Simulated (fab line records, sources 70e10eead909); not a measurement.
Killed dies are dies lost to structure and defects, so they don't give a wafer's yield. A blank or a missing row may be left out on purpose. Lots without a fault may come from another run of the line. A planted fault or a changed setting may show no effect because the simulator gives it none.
A struck lot beside a sound one | flow nand_harc | 12 steps out of a route of 1302
Sound: wafers L852.1, L852.5, L852.6. Struck: wafers L873.1, L873.2, L873.5. The cause comes at the end.
At each step with rows: each side's tool, then ch and its chambers, then its first start. Under that, the readings that differ: sound wafers | struck wafers | difference of the means | sigmas: that difference in standard deviations of wafers without a fault.
alike: readings whose means differ by less than 2 such deviations, and words and numbers that are the same on both sides. not compared: withheld readings, readings that some wafer has no value for, bounds like >300 that may hide the same value, and numbers for which the record gives no deviation and whose values overlap.
The two part at a step that has a row with sigmas, a row that says differs or no value, or rows on one side only. Numbers that don't overlap but have no deviation are shown without sigmas and don't part them. A reading that every wafer of one side lacks parts them only if that side has two wafers or more.

NHARC_A_CHANNEL_FILL_D2_CMP_10: polishes, target thk 150 nm.
  sound on cmp-04 ch 0,2,3, day 15 22:02; struck on cmp-03 ch 0,1,3, day 24 21:55
  alike: motor_current_A, time_to_endpoint_s
then, 1 step without rows for these wafers: NHARC_A_CHANNEL_FILL_D2_SRD_12.
NHARC_A_CHANNEL_FILL_D2_RTA_24: time 5 s.
  sound on rtp_anneal-02 ch 0, day 15 22:23; struck on rtp_anneal-01 ch 0, day 24 22:19
  alike: lamp_power_pct, wafer_temp_C_max
NHARC_A_CHANNEL_FILL_D2_INSPECT_13:
  sound on defect_inspect-02, day 15 22:35; struck on defect_inspect-02, day 24 22:31
  alike: raw_defect_count
NHARC_A_STAIRCASE_DEP_156: deposits SiNx, target thk 50 nm.
  sound on pecvd-01 ch 1,2, day 15 22:41; struck on pecvd-02 ch 0,1,2, day 24 22:37
  alike: heater_power_w, showerhead_vpp_V
then, 5 steps without rows for these wafers: NHARC_A_STAIRCASE_DEHYDRATE_158 (time 120 s); NHARC_A_STAIRCASE_HMDS_159 (time 30 s); NHARC_A_STAIRCASE_COAT_160; NHARC_A_STAIRCASE_SOFTBAKE_161 (time 170 s); NHARC_A_STAIRCASE_EBR_162.
NHARC_A_STAIRCASE_EXPOSE_163: exposes mask STAIR OPEN.
  sound on krf_scanner-01 ch 0, day 15 23:08; struck on krf_scanner-04 ch 0, day 24 23:11
  reading              | sound                | struck               | difference | sigmas
  exposure_dose_mJ_cm2 | 20.005 20.008 20.001 | 29.528 29.558 29.538 | +9.537     | +99 or more
  alike: mask
then, 1 step without rows for these wafers: NHARC_A_STAIRCASE_PEB_164 (peb time 130 s).

WHERE THEY PART
Only at NHARC_A_STAIRCASE_EXPOSE_163, within this record.

WHY: what the simulator had put in
Process parameter drift: krf_scanner-04, from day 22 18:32 on, at NHARC_A_STAIRCASE_EXPOSE_163. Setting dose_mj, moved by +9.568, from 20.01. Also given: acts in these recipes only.
